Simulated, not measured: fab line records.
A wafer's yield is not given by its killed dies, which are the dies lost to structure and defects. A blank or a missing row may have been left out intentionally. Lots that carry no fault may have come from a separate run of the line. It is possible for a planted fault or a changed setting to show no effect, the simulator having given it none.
A struck lot beside a sound one    flow nand-harc    41 out of 1159 route steps
Sound: these wafers, L875.2, L875.5, L875.6. Struck: wafer L879.1. (L879.2, L879.4 of the same lot were not struck and are left out.) The cause comes at the end.
Order at every step that has rows: each side's tool, ch and its chambers, its first start. Under that, the readings that differ: sound wafers    struck wafers    difference of the means    sigmas: that difference in standard deviations of wafers without a fault.
alike: readings whose means differ by less than 2 such deviations, and words and numbers that are the same on both sides. not compared: withheld readings, readings that some wafer has no value for, bounds like >300 that may hide the same value, and numbers for which the record gives no deviation and whose values overlap.
Wherever a step has rows on one side only, a row that says differs or no value, or a row with sigmas, the two part there. Non-overlapping numbers with no deviation appear without sigmas and do not part them. Lack of a reading on every wafer of one side parts them only where that side has two or more wafers.

first, 7 steps without rows for these wafers: NHARC_A_SGD_CUT_COAT_57 (time 65 s); NHARC_A_SGD_CUT_COAT_03 (resist thk 90 nm); NHARC_A_SGD_CUT_SOFTBAKE_04 (time 55 s); NHARC_A_SGD_CUT_EBR_05; NHARC_A_SGD_CUT_EXPOSE_06 (exposes mask SGD); NHARC_A_SGD_CUT_PEB_07 (peb time 65 s); NHARC_A_SGD_CUT_DEVELOP_08 (develop time 35 s).
NHARC_A_SGD_CUT_CD_MEAS_09 targets a cd of 100 nm.
  sound on cd-sem-03 ch 0, day 14 08:30; struck on cd-sem-03 ch 0, day 15 23:32
  alike: cd-nm
NHARC_A_SGD_CUT_OVL_MEAS_10:
  sound on overlay-02 at day 14 08:36; struck on overlay-01 at day 15 23:37
reading            sound        struck  difference  sigmas
overlay-x-nm (nm)  0.6 0.6 0.1  -2.0    -2.4        -2
overlay-y-nm (nm)  0.6 1.4 1.2  -1.1    -2.2        -2
NHARC_A_SGD_CUT_INSPECT_11:
  sound on defect-inspect-01 at day 14 08:38; struck on defect-inspect-01 at day 15 23:40
reading           sound  struck  difference  sigmas
raw-defect-count  4 5 5  29      +24         +2
then, 1 step without rows for these wafers: NHARC_A_SGD_CUT_DESCUM_14 (chemistry O2, time 3 s).
NHARC_A_SGD_CUT_ETCH_58: etches the open film in CF4, target depth 39 nm, time 65 s.
  sound on rie-diel-13 ch 1,2,3, day 14 08:48; struck on rie-diel-13 ch 0, day 15 23:48
  alike: drypump-motor-current-A, oes-product-au, rf-vpp-V, showerhead-plenum-p-Torr, throttle-valve-pct
  not compared: rf-hours-counter-h
NHARC_A_SGD_CUT_ETCH_59: etches the open film in N2/H2, target depth 260 nm, time 406.25 s.
  sound on rie-diel-13 ch 1,2, day 14 08:52; struck on rie-diel-13 ch 3, day 15 23:53
  alike: drypump-motor-current-A, oes-product-au, rf-vpp-V, showerhead-plenum-p-Torr, throttle-valve-pct
  not compared: rf-hours-counter-h
then, 3 steps without rows for these wafers: NHARC_A_SGD_CUT_ETCH_15 (etches the open film in CH3F/O2, target depth 75 nm, time 64.3 s); NHARC_A_SGD_CUT_ETCH_16 (etches the open film in C4F8/O2/Ar, target depth 310.5 nm, time 155.2 s); NHARC_A_SGD_CUT_STRIP_60 (strips in C4F8/O2/Ar).
NHARC_A_SGD_CUT_STRIP_17: strips in O2.
  sound: rie-diel-13 ch 1,2; struck: rie-diel-13 ch 2
  alike: drypump-motor-current-A, oes-product-au, rf-vpp-V, showerhead-plenum-p-Torr, throttle-valve-pct
  not compared: rf-hours-counter-h
then, 5 steps without rows for these wafers: NHARC_A_SGD_CUT_PRECLEAN_18 (cleans in SC1); NHARC_A_SGD_CUT_SRD_19; NHARC_A_SGD_CUT_DEP_20 (deposits SiO2, target thk 150 nm); NHARC_A_SGD_CUT_ANNEAL_27 (time 1800 s); NHARC_A_SGD_CUT_CMP_21 (polishes, target thk 148.19 nm).
NHARC_A_SGD_CUT_THK_MEAS_22: measures by ellipsometry.
  sound on film-metro-01 at day 14 14:40; struck on film-metro-02 at day 16 05:43
  alike: thk-nm
then, 2 steps without rows for these wafers: NHARC_A_SGD_CUT_SRD_23; NHARC_A_SGD_CUT_ETCH_26 (etches SiO2 in dHF, target depth 45.8 nm).
NHARC_A_SGD_CUT_ETCHBACK_24: etches the open film in CH3F/O2, target depth 50 nm, time 92.857 s.
  sound on rie-diel-13 ch 1,2, day 14 14:54; struck on rie-diel-13 ch 1, day 16 05:56
  alike: drypump-motor-current-A, oes-product-au, rf-vpp-V, showerhead-plenum-p-Torr, throttle-valve-pct
  not compared: rf-hours-counter-h
then, 1 step without rows for these wafers: NHARC_A_SGD_CUT_STRIP_28 (strips in O2, time 20 s).
NHARC_A_SLIT_DEP_25: deposits SiO2, target thk 200 nm.
  sound on pecvd-02 ch 1,2, day 14 15:22; struck on pecvd-04 ch 1, day 16 06:25
  alike: heater-power-w, throttle-valve-pct
NHARC_A_SLIT_DEP_00: deposits aC, target thk 3200 nm.
  sound on acl-dep-02 ch 0, day 14 15:57; struck on acl-dep-01 ch 0, day 16 07:35
  alike: throttle-valve-pct
then, 9 steps without rows for these wafers: NHARC_A_SLIT_DEP_23 (deposits SiON, target thk 100 nm); NHARC_A_SLIT_DEHYDRATE_01 (time 120 s); NHARC_A_SLIT_HMDS_02 (time 30 s); NHARC_A_SLIT_COAT_03 (resist thk 90 nm); NHARC_A_SLIT_SOFTBAKE_04 (time 55 s); NHARC_A_SLIT_EBR_05; NHARC_A_SLIT_EXPOSE_06 (exposes mask SLIT); NHARC_A_SLIT_PEB_07 (peb time 65 s); NHARC_A_SLIT_DEVELOP_08 (develop time 35 s).
NHARC_A_SLIT_CD_MEAS_09 targets a cd of 300 nm.
  sound on cd-sem-03 ch 0, day 14 18:12; struck on cd-sem-03 ch 0, day 16 10:15
  alike: cd-nm
NHARC_A_SLIT_OVL_MEAS_10:
  sound on overlay-02 at day 14 18:17; struck on overlay-01 at day 16 10:20
  alike: overlay-x-nm, overlay-y-nm
-- record jumps: 5 days between struck wafers' starts before vs after; left off in module A_SLIT, resumes in module END, first step shown is number 1159 of the route --
NHARC_END_SORT_01:
  only the struck wafers appear in the record here, on prober-02 ch 0 at day 21 01:47; the sound ones have no rows

## WHERE THEY PART
At NHARC_A_SGD_CUT_OVL_MEAS_10 first; at NHARC_END_SORT_01 last (within this record only).

WHY: the cause the simulator had injected
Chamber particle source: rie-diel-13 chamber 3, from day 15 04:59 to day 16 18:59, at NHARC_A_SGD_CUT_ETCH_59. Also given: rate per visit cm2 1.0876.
